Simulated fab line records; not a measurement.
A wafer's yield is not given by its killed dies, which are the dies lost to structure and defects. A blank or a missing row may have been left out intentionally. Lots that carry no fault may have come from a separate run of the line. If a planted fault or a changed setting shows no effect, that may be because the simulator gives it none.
Struck lot and sound lot, side by side || flow nand_harc || 14 steps out of a route of 1159
Sound: the wafers L627.4, L627.5, L627.6. Wafers struck: L640.3, L640.5, L640.6. The cause is named last.
At each step with rows: each side's tool, then ch and its chambers, then its first start. Under that, the readings that differ: sound wafers || struck wafers || difference of the means || sigmas: that difference in standard deviations of wafers without a fault.
alike: readings with means less than 2 such deviations apart, plus words and numbers identical on both sides. not compared: withheld readings, readings lacking a value on some wafer, bounds such as >300 that could conceal the same value, and numbers that have no deviation in the record and whose values overlap.
The two part at a step that has a row with sigmas, a row that says differs or no value, or rows on one side only. Numbers that have no deviation but don't overlap get no sigmas and don't part them. Lack of a reading on every wafer of one side parts them only where that side has two or more wafers.

first, 2 steps without rows for these wafers: NHARC_A_SOURCE_PLATE_SRD_01; NHARC_A_SOURCE_PLATE_OXIDE_02 (material SiO2, target thk 10 nm, ox time 1362 s).
NHARC_A_SOURCE_PLATE_THK_MEAS_09: measures by ellipsometry.
  sound on film_metro-01 at day 7 07:25; struck on film_metro-02 at day 10 10:01
  alike: thk_nm
then, 3 steps without rows for these wafers: NHARC_A_SOURCE_PLATE_PVD_04 (deposits WSi2, target thk 50 nm); NHARC_A_SOURCE_PLATE_CVD_03 (deposits poly-Si, target thk 200 nm, time 4000 s); NHARC_A_SOURCE_PLATE_ANNEAL_05 (time 1800 s).
NHARC_A_SOURCE_PLATE_THK_MEAS_06: measures by ellipsometry.
  sound on film_metro-02 at day 7 20:28; struck on film_metro-01 at day 11 00:26
  alike: thk_nm
NHARC_A_SOURCE_PLATE_INSPECT_08:
  sound on defect_inspect-01 at day 7 20:33; struck on defect_inspect-02 at day 11 00:29
  alike: raw_defect_count
following that, 1 step holds no rows for these wafers, namely NHARC_A_ONON_D1_DEP_00 (target thickness 1000 nm).
NHARC_A_ONON_D1_THK_MEAS_02: measures by ellipsometry.
  sound on film_metro-02 at day 7 21:08; struck on film_metro-02 at day 11 01:04
  alike: thk_nm
NHARC_A_ONON_D1_DEP_03: target thk 1000 nm.
  sound on pecvd_onon-04 ch 0, day 7 21:22; struck on pecvd_onon-01 ch 0, day 11 01:23
  alike: sih4_flow_sccm
NHARC_A_ONON_D1_THK_MEAS_05: measures by ellipsometry.
  sound on film_metro-01 at day 7 21:43; struck on film_metro-02 at day 11 01:47
{"reading": "thk_nm (nm)", "sound": "1010 1009 1011", "struck": "643 641 642", "difference": -368, "sigmas": -37}
following that, 1 step holds no rows for these wafers, namely NHARC_A_ONON_D1_DEP_06 (target thickness 1000 nm).
-- jump in the record: it breaks off in module A_ONON_D1 and resumes in module END (first step shown: number 1159 of the route), and 11 days separate the struck wafers' starts before and after --
NHARC_END_SORT_01:
  only the struck wafers appear in the record here, on prober-02 ch 0 at day 22 13:43; the sound ones have no rows

WHERE THEY PART
Last at NHARC_END_SORT_01 as far as this record goes, first at NHARC_A_ONON_D1_THK_MEAS_05.

WHY: whatever the simulator had introduced
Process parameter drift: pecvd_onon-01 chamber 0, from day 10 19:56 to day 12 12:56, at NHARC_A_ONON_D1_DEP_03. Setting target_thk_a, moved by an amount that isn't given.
